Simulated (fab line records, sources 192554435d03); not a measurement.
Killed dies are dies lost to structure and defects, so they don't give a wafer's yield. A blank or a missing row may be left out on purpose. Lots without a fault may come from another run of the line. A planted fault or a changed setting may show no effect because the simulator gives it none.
Which tool did it? | flow n5_finfet | 24 lots, 72 wafers sampled, at 5 steps of a route of 1938

WHAT THE GAUGES READ, wafer by wafer
N5_BEOL_M5_CD_MEAS_35: target cd 28 nm, target cd y 24 nm.
lot  | measured     | on        | cd_nm (nm)
L074 | day 8 06:40  | cd_sem-01 | 28.08 28.09 28.35
L075 | day 8 07:10  | cd_sem-01 | 27.91 27.69 28.05
L076 | day 8 13:52  | cd_sem-02 | 27.95 27.99 27.58
L077 | day 8 22:54  | cd_sem-02 | 27.97 28.59 27.84
L078 | day 9 06:05  | cd_sem-01 | 27.76 27.95 27.56
L080 | day 9 14:15  | cd_sem-02 | 28.00 27.99 28.23
L079 | day 9 16:29  | cd_sem-02 | 28.06 28.19 28.38
L081 | day 9 22:59  | cd_sem-01 | 28.26 27.66 28.11
L082 | day 10 02:07 | cd_sem-03 | 28.25 28.70 27.84
L084 | day 10 08:54 | cd_sem-03 | 27.83 27.66 28.07
L083 | day 10 14:25 | cd_sem-01 | 28.34 27.77 28.01
L085 | day 10 19:52 | cd_sem-01 | 28.37 27.93 27.78
L086 | day 11 06:31 | cd_sem-03 | 27.87 28.37 28.33
L087 | day 11 21:14 | cd_sem-02 | 28.14 28.13 28.18
L088 | day 11 23:30 | cd_sem-01 | 28.13 27.75 28.20
L090 | day 12 02:27 | cd_sem-01 | 27.98 27.78 28.15
L092 | day 12 04:49 | cd_sem-01 | 27.83 27.77 27.96
L089 | day 12 06:25 | cd_sem-02 | 28.07 28.37 28.33
L091 | day 12 08:16 | cd_sem-01 | 28.29 28.05 28.11
L093 | day 13 00:29 | cd_sem-02 | 27.99 28.21 27.79
L094 | day 13 02:46 | cd_sem-01 | 27.85 27.82 28.13
L096 | day 13 17:01 | cd_sem-03 | 27.80 27.77 27.72
L095 | day 14 00:50 | cd_sem-01 | 28.34 28.28 28.23
L097 | day 14 01:14 | cd_sem-03 | 28.09 28.06 27.84

N5_BEOL_M6_OCD_MEAS_38.
lot  | measured     | on     | trench_depth_nm (nm)
L074 | day 8 19:49  | ocd-01 | 94.4 93.2 91.4
L075 | day 8 20:19  | ocd-01 | 95.6 94.4 94.8
L076 | day 9 00:48  | ocd-02 | 95.6 95.8 96.1
L077 | day 9 08:47  | ocd-01 | 94.6 93.9 93.5
L078 | day 9 16:02  | ocd-02 | 94.1 93.5 93.9
L080 | day 10 02:00 | ocd-01 | 94.9 95.3 96.1
L079 | day 10 05:50 | ocd-01 | 94.2 95.9 95.8
L081 | day 10 12:28 | ocd-01 | 95.7 95.5 94.6
L082 | day 10 15:37 | ocd-02 | 93.5 94.1 93.1
L084 | day 10 21:26 | ocd-01 | 96.2 95.5 94.8
L083 | day 11 06:50 | ocd-02 | 94.3 94.0 92.7
L085 | day 11 08:51 | ocd-02 | 95.2 93.7 92.4
L086 | day 11 17:23 | ocd-01 | 93.3 92.5 92.2
L087 | day 12 08:33 | ocd-02 | 93.1 94.7 94.0
L088 | day 12 12:10 | ocd-02 | 95.0 93.2 92.6
L090 | day 12 14:02 | ocd-02 | 95.1 95.5 95.4
L092 | day 12 16:02 | ocd-02 | 95.0 95.6 93.7
L089 | day 12 18:39 | ocd-02 | 94.5 94.9 95.6
L091 | day 12 18:39 | ocd-01 | 95.1 95.5 93.0
L093 | day 13 14:26 | ocd-01 | 96.9 96.3 95.5
L094 | day 13 14:02 | ocd-02 | 95.0 94.5 94.8
L096 | day 14 10:26 | ocd-01 | 92.8 94.8 95.4
L095 | day 14 19:34 | ocd-01 | 93.5 94.5 92.5
L097 | day 15 00:14 | ocd-01 | 93.4 93.9 93.3

WHICH TOOL RAN EACH LOT (tool, then ch and the chambers of the sampled wafers, then the start)
lot  | N5_BEOL_M5_SPUTTER_48        | N5_BEOL_M5_ANNEAL_49         | N5_BEOL_M6_PECVD_70
L074 | pvd_sputter-03, day 8 08:01  | pvd_sputter-03, day 8 08:10  | pecvd-02 ch 1,2, day 8 15:25
L075 | pvd_sputter-02, day 8 09:49  | pvd_sputter-02, day 8 09:54  | pecvd-01 ch 0,1,2, day 8 16:10
L076 | pvd_sputter-03, day 8 15:01  | pvd_sputter-03, day 8 15:05  | pecvd-04 ch 0,1,2, day 8 21:05
L077 | pvd_sputter-03, day 9 00:05  | pvd_sputter-03, day 9 00:10  | pecvd-02 ch 1,2, day 9 06:10
L078 | pvd_sputter-03, day 9 07:16  | pvd_sputter-03, day 9 07:20  | pecvd-01 ch 0,1,2, day 9 13:51
L080 | pvd_sputter-01, day 9 16:27  | pvd_sputter-01, day 9 16:32  | pecvd-02 ch 0,2, day 9 23:07
L079 | pvd_sputter-03, day 9 18:21  | pvd_sputter-03, day 9 18:26  | pecvd-01 ch 0,2, day 10 01:03
L081 | pvd_sputter-01, day 10 01:47 | pvd_sputter-01, day 10 01:52 | pecvd-04 ch 0,2, day 10 07:52
L082 | pvd_sputter-03, day 10 04:05 | pvd_sputter-03, day 10 04:10 | pecvd-04 ch 0,2, day 10 10:38
L084 | pvd_sputter-02, day 10 12:17 | pvd_sputter-02, day 10 12:22 | pecvd-02 ch 1,2, day 10 18:22
L083 | pvd_sputter-02, day 10 17:19 | pvd_sputter-02, day 10 17:23 | pecvd-01 ch 0,1, day 11 00:04
L085 | pvd_sputter-03, day 10 21:56 | pvd_sputter-03, day 10 22:01 | pecvd-04 ch 0,1, day 11 04:03
L086 | pvd_sputter-01, day 11 07:34 | pvd_sputter-01, day 11 07:38 | pecvd-04 ch 0,1, day 11 13:39
L087 | pvd_sputter-01, day 11 22:38 | pvd_sputter-01, day 11 22:43 | pecvd-02 ch 0,1,2, day 12 05:23
L088 | pvd_sputter-02, day 12 02:03 | pvd_sputter-02, day 12 02:08 | pecvd-02 ch 0,1, day 12 08:08
L090 | pvd_sputter-01, day 12 04:03 | pvd_sputter-01, day 12 04:08 | pecvd-04 ch 0,1,2, day 12 10:08
L092 | pvd_sputter-03, day 12 06:47 | pvd_sputter-03, day 12 06:52 | pecvd-04 ch 0,1,2, day 12 12:52
L089 | pvd_sputter-02, day 12 07:48 | pvd_sputter-02, day 12 07:53 | pecvd-02 ch 0,2, day 12 14:06
L091 | pvd_sputter-01, day 12 09:49 | pvd_sputter-01, day 12 09:54 | pecvd-02 ch 0,1,2, day 12 16:07
L093 | pvd_sputter-02, day 13 03:10 | pvd_sputter-02, day 13 03:14 | pecvd-02 ch 0,1, day 13 09:14
L094 | pvd_sputter-03, day 13 04:41 | pvd_sputter-03, day 13 04:46 | pecvd-04 ch 0,2, day 13 11:35
L096 | pvd_sputter-03, day 13 18:11 | pvd_sputter-03, day 13 18:16 | pecvd-01 ch 1,2, day 14 02:13
L095 | pvd_sputter-01, day 14 04:53 | pvd_sputter-01, day 14 04:58 | pecvd-04 ch 1, day 14 12:39
L097 | pvd_sputter-03, day 14 02:30 | pvd_sputter-03, day 14 02:35 | pecvd-01 ch 0,2, day 14 21:23
- N5_BEOL_M5_SPUTTER_48: material Cu, target thk 15 nm, time 27.62 s.
- N5_BEOL_M5_ANNEAL_49: time 1800 s.
- N5_BEOL_M6_PECVD_70: deposits SiO2 from TEOS/O2, target thk 20 nm, time 22.7 s.

WHAT THE TOOLS THEMSELVES READ (means of the sampled wafers that have a number; where no wafer has one, the mark that the record gives instead)
N5_BEOL_M5_SPUTTER_48.
lot  | tool           | substrate_temp_c (C) | susceptor_temp_C (C) | throttle_valve_pct (%)
L074 | pvd_sputter-03 | -19.97               | -19.99               | 30.6
L075 | pvd_sputter-02 | -19.93               | -19.99               | 30.3
L076 | pvd_sputter-03 | -19.98               | -20.00               | 29.7
L077 | pvd_sputter-03 | -19.95               | -19.97               | 30.3
L078 | pvd_sputter-03 | -20.00               | -19.94               | 29.4
L080 | pvd_sputter-01 | -19.91               | -20.14               | 30.1
L079 | pvd_sputter-03 | -19.98               | -20.05               | 30.1
L081 | pvd_sputter-01 | -20.02               | -19.85               | 30.2
L082 | pvd_sputter-03 | -20.02               | -19.99               | 30.5
L084 | pvd_sputter-02 | -20.01               | -20.04               | 30.2
L083 | pvd_sputter-02 | -19.96               | -20.02               | 30.4
L085 | pvd_sputter-03 | -19.99               | -20.11               | 30.7
L086 | pvd_sputter-01 | -20.03               | -20.05               | 30.2
L087 | pvd_sputter-01 | -20.07               | -20.00               | 30.3
L088 | pvd_sputter-02 | -20.01               | -20.04               | 30.4
L090 | pvd_sputter-01 | -19.87               | -20.02               | 30.3
L092 | pvd_sputter-03 | -19.95               | -20.09               | 30.0
L089 | pvd_sputter-02 | -20.00               | -20.01               | 29.0
L091 | pvd_sputter-01 | -19.98               | -20.00               | 30.6
L093 | pvd_sputter-02 | -19.98               | -19.92               | 30.5
L094 | pvd_sputter-03 | -19.93               | -20.02               | 30.2
L096 | pvd_sputter-03 | -20.10               | -20.01               | 30.5
L095 | pvd_sputter-01 | -19.97               | -20.04               | 30.0
L097 | pvd_sputter-03 | -19.94               | -19.97               | 29.8

N5_BEOL_M5_ANNEAL_49.
lot  | tool           | heater_power_w (W) | susceptor_temp_C (C)
L074 | pvd_sputter-03 | 762                | 399.68
L075 | pvd_sputter-02 | 891                | 399.83
L076 | pvd_sputter-03 | 815                | 399.92
L077 | pvd_sputter-03 | 778                | 400.21
L078 | pvd_sputter-03 | 837                | 400.19
L080 | pvd_sputter-01 | 772                | 399.83
L079 | pvd_sputter-03 | 786                | 399.94
L081 | pvd_sputter-01 | 790                | 400.13
L082 | pvd_sputter-03 | 778                | 400.22
L084 | pvd_sputter-02 | 894                | 399.95
L083 | pvd_sputter-02 | 893                | 400.04
L085 | pvd_sputter-03 | 745                | 399.91
L086 | pvd_sputter-01 | 791                | 399.97
L087 | pvd_sputter-01 | 842                | 399.93
L088 | pvd_sputter-02 | 892                | 399.93
L090 | pvd_sputter-01 | 850                | 400.01
L092 | pvd_sputter-03 | 790                | 400.05
L089 | pvd_sputter-02 | 899                | 400.00
L091 | pvd_sputter-01 | 798                | 400.22
L093 | pvd_sputter-02 | 889                | 399.88
L094 | pvd_sputter-03 | 768                | 400.01
L096 | pvd_sputter-03 | 775                | 400.11
L095 | pvd_sputter-01 | 822                | 399.95
L097 | pvd_sputter-03 | 817                | 399.98

N5_BEOL_M6_PECVD_70.
lot  | tool     | heater_power_w (W) | showerhead_plenum_p_Torr (Torr) | susceptor_temp_C (C) | throttle_valve_pct (%)
L074 | pecvd-02 | 701                | 8.78                            | 400.10               | 22.4
L075 | pecvd-01 | 627                | 8.73                            | 399.99               | 21.7
L076 | pecvd-04 | 809                | 8.74                            | 399.94               | 21.8
L077 | pecvd-02 | 713                | 8.77                            | 400.06               | 22.4
L078 | pecvd-01 | 621                | 8.75                            | 399.83               | 21.7
L080 | pecvd-02 | 825                | 8.78                            | 400.19               | 22.3
L079 | pecvd-01 | 634                | 8.75                            | 399.84               | 22.4
L081 | pecvd-04 | 917                | 8.72                            | 400.01               | 22.2
L082 | pecvd-04 | 872                | 8.73                            | 399.91               | 22.2
L084 | pecvd-02 | 696                | 8.77                            | 399.83               | 22.4
L083 | pecvd-01 | 541                | 8.68                            | 399.94               | 22.5
L085 | pecvd-04 | 807                | 8.79                            | 400.30               | 22.3
L086 | pecvd-04 | 743                | 8.76                            | 400.01               | 22.0
L087 | pecvd-02 | 749                | 8.79                            | 399.80               | 22.7
L088 | pecvd-02 | 688                | 8.76                            | 399.92               | 22.6
L090 | pecvd-04 | 852                | 8.75                            | 399.89               | 22.1
L092 | pecvd-04 | 817                | 8.75                            | 400.01               | 22.1
L089 | pecvd-02 | 736                | 8.79                            | 400.37               | 22.4
L091 | pecvd-02 | 711                | 8.78                            | 399.88               | 22.3
L093 | pecvd-02 | 661                | 8.77                            | 399.76               | 22.6
L094 | pecvd-04 | 830                | 8.73                            | 399.96               | 22.3
L096 | pecvd-01 | 613                | 8.73                            | 400.00               | 21.4
L095 | pecvd-04 | 764                | 8.74                            | 399.80               | 21.6
L097 | pecvd-01 | 649                | 8.76                            | 399.83               | 22.7

THE ANSWER, worked out from the rows above alone
Rule: what is usual is taken from the lots themselves. Put in order of their means at a reading, lots are off if they are a third of the lots or fewer, leave a main group of 4 or more, and stand apart from it by a gap of 3 or more times the standard deviation of the main group's means; of several such gaps the widest counts. A main group whose means are all the same, to the digits that the tables above print for the reading, isn't used. A lot without any number at a reading at which 4 lots or more have one is off too. The other lots that the step has rows for count as sound. The gauges are gone through in route order, then the tools' own readings, and for those a lot's mean is taken as printed above. The first step at which some lot is off is used, and at that step the reading that is off furthest; a lot without a number counts as furthest.
No lot is off at any reading shown: from this, nothing can be told.

WHAT THE SIMULATOR HAD PUT IN
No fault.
